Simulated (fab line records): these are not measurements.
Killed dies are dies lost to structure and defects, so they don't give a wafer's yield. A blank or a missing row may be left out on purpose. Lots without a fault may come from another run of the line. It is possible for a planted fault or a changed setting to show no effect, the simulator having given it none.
A struck lot beside a sound one / flow n5-finfet / 15 steps out of a route of 1938
Sound: wafers L817.2, L817.3, L817.5. Struck: wafer L833.2 (L833.1, L833.4, from the same lot, were not struck and are left out); the cause is given at the end.
For every step that has rows: the tool of each side, followed by ch and its chambers, followed by its first start. Under that, the readings that differ: sound wafers / struck wafers / difference of the means / sigmas: that difference in standard deviations of wafers without a fault.
alike: words and numbers the same on both sides, and readings whose means are apart by under 2 such deviations; not compared: readings that were withheld, readings missing a value for some wafer, numbers with overlapping values and no deviation given by the record, and bounds like >300 which may hide the same value.
Wherever a step has rows on one side only, a row that says differs or no value, or a row with sigmas, the two part there. Numbers that don't overlap but have no deviation are shown without sigmas and don't part them. Lack of a reading on every wafer of one side parts them only where that side has two or more wafers.

N5_BEOL_M9_STRIP_80: strips in N2/H2, time 10 s.
  sound on rie-diel-05 ch 1,2,3; struck on rie-diel-05 ch 1
reading=chamber-pressure-mTorr (mTorr); sound=19.995 19.967 19.997; struck=20.031; difference=+0.045; sigmas=+2
  alike: drypump-motor-current-A, oes-product-au, rf-vpp-V, showerhead-plenum-p-Torr, throttle-valve-pct
  not compared: rf-hours-counter-h
N5_BEOL_M9_OCD_MEAS_38:
  sound on ocd-01, day 10 10:18; struck on ocd-02, day 14 21:23
  alike: trench-depth-nm
then, 4 steps without rows for these wafers: N5_BEOL_M9_HM_STRIP_39 (strips TiN in peroxide tin strip, target depth 25 nm, time 158 s); N5_BEOL_M9_SRD_40 (time 30 s); N5_BEOL_M9_PRECLEAN_42 (cleans in residue remover, time 60 s); N5_BEOL_M9_SRD_43 (time 30 s).
N5_BEOL_M9_CD_MEAS_35: target cd 70 nm, target cd y 40 nm.
  sound on cd-sem-02, day 10 10:28; struck on cd-sem-03, day 14 21:33
  alike: cd-nm
then, 2 steps without rows for these wafers: N5_BEOL_M9_CURE_72 (cures SiCOH lowk, time 120 s); N5_BEOL_M9_DEGAS_44 (time 60 s).
N5_BEOL_M9_PRE_CLEAN_45: time 30 s.
  sound on pvd-sputter-01, day 10 10:53; struck on pvd-sputter-03, day 14 21:59
  alike: heater-power-w
N5_BEOL_M9_ALD_74: deposits TaN, target thk 2 nm, pulse time 2 s, purge time 3 s.
  sound on ald-metal-02 ch 1,3, day 10 11:04; struck on ald-metal-02 ch 3, day 14 22:04
  alike: heater-power-w
N5_BEOL_M9_SURFACE_TREAT_79:
  sound on pvd-sputter-02, day 10 11:23; struck on pvd-sputter-03, day 14 22:21
  not compared: throttle-valve-pct
N5_BEOL_M9_CVD_78: deposits Co from CCTBA/H2, target thk 2 nm, time 138.9 s.
  sound on cvd-co-01 ch 1,2, day 10 11:40; struck on cvd-co-02 ch 2, day 14 22:44
reading=run-length-s (s); sound=161.6 161.4 160.8; struck=69.3; difference=-92.0; sigmas=-99 or more
N5_BEOL_M9_SPUTTER_48: material Cu, target thk 12 nm, time 2 s.
  sound on pvd-sputter-02, day 10 13:16; struck on pvd-sputter-01, day 14 23:16
reading=substrate-temp-c (C); sound=-20.11 -20.19 -20.13; struck=-19.91; difference=+0.23; sigmas=+2
reading=throttle-valve-pct (%); sound=29.6 29.6 29.7; struck=26.9; difference=-2.7; sigmas=-2
N5_PASSIVATION_PROBE_49:
  sound wafers here have rows in the record (prober-01, day 13 02:47); struck ones have none

== WHERE THEY PART ==
Last at N5_PASSIVATION_PROBE_49 as far as this record goes, first at N5_BEOL_M9_STRIP_80.

WHY: what had been put in by the simulator
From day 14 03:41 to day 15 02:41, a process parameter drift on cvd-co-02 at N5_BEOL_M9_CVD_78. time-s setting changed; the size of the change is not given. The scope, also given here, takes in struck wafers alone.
